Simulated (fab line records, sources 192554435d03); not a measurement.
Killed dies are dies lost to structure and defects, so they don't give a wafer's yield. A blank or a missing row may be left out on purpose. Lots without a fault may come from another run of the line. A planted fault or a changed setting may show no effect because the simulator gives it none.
Split-lot experiment | flow n5_finfet | 7 lots, 21 wafers read, on a route of 1938 steps

THE SPLIT
At N5_BEOL_M2_ETCH_69 (etches SiARC in CF4, target depth 15.6 nm, time 26 s), the setting bias_w was moved away from the recipe's 36 W on 5 of the 21 wafers read, by -14.1% to +5.8%. The other wafers ran this setting at the recipe's value.

The reading is taken at the split's own step.

THE READING
rf_vpp_V, in V, at N5_BEOL_M2_ETCH_69 (etches SiARC in CF4, target depth 15.6 nm, time 26 s). Fault-free wafers of this fab line usually give 183.9 V, standard deviation 1.2 V.

wafer  | tool, chamber at the split | bias_w as run, W | against the recipe | rf_vpp_V, V | against lot-mates on the recipe
L078.2 | rie_diel-03, 1             | 36               | recipe             | 185.3       | -
L078.3 | rie_diel-03, 3             | 36               | recipe             | 184.1       | -
L078.5 | rie_diel-03, 0             | 36               | recipe             | 182.6       | -
L085.1 | rie_diel-06, 2             | 36               | recipe             | 186.2       | -
L085.4 | rie_diel-06, 0             | 36               | recipe             | 183.8       | -
L085.5 | rie_diel-06, 0             | 36               | recipe             | 184.7       | -
L086.1 | rie_diel-03, 2             | 36               | recipe             | 182.5       | -
L086.5 | rie_diel-03, 3             | 36               | recipe             | 182.9       | -
L086.6 | rie_diel-03, 0             | 33.44            | -7.1%              | 173.7       | -9.0
L092.1 | rie_diel-03, 0             | 38.07            | +5.8%              | 190.5       | +8.4
L092.4 | rie_diel-03, 2             | 36               | recipe             | 182.1       | -
L092.6 | rie_diel-03, 1             | 38.07            | +5.8%              | 191.5       | +9.4
L093.2 | rie_diel-06, 0             | 36               | recipe             | 183.5       | -
L093.4 | rie_diel-06, 3             | 36               | recipe             | 181.3       | -
L093.6 | rie_diel-06, 2             | 34.34            | -4.6%              | 179.3       | -3.1
L094.2 | rie_diel-05, 3             | 36               | recipe             | 184.3       | -
L094.3 | rie_diel-05, 0             | 36               | recipe             | 185.2       | -
L094.6 | rie_diel-05, 2             | 30.93            | -14.1%             | 167.5       | -17.2
L096.1 | rie_diel-03, 1             | 36               | recipe             | 184.7       | -
L096.2 | rie_diel-03, 0             | 36               | recipe             | 182.0       | -
L096.3 | rie_diel-03, 2             | 36               | recipe             | 183.3       | -

THE FIT
A straight line over all 21 wafers: rf_vpp_V changes by +1.2 V for each +1% of bias_w; r = +0.97; the points scatter about the line by 1.3 V.
The same after taking each lot's own level away (the mean of its wafers on the recipe; 21 wafers): +1.27 V for each +1%; r = +0.98; scatter 1.1 V.
On that fit, the largest move of bias_w shifts the reading by 18 V.
The lots' own levels span 182.10 to 184.90 V, that is 2.3 times the standard deviation above.
So the lot-to-lot level changes the slope little: the two slopes agree.
Check: with one of the wafers moved furthest among these (-14.1%) left out of the fit, the line predicts -18.1 V for it against its lot-mates. It came out at -17.2 V against them.
Tool readings at the split's step, against how far the setting was moved: rf_vpp_V r = +0.97.

OTHER SPLITS ON THESE WAFERS
These wafers also went through other splits before the reading. Each is held against what the fit with the lots' levels taken away leaves over:
other split on the same wafers | wafers away from the commonest value | r with rf_vpp_V (lot level and that fit taken away)
N5_BEOL_M1_COAT_73 spin_rpm    | 6                                    | +0.01
N5_BEOL_M1_ETCH_64 bias_w      | 7                                    | -0.18
N5_BEOL_M1_COAT_76 spin_rpm    | 9                                    | +0.08
N5_BEOL_M2_COAT_76 spin_rpm    | 6                                    | -0.38

THE FILE'S OWN FIT
rf_vpp_V changes by +1.23 V for each +1% of bias_w, r = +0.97.
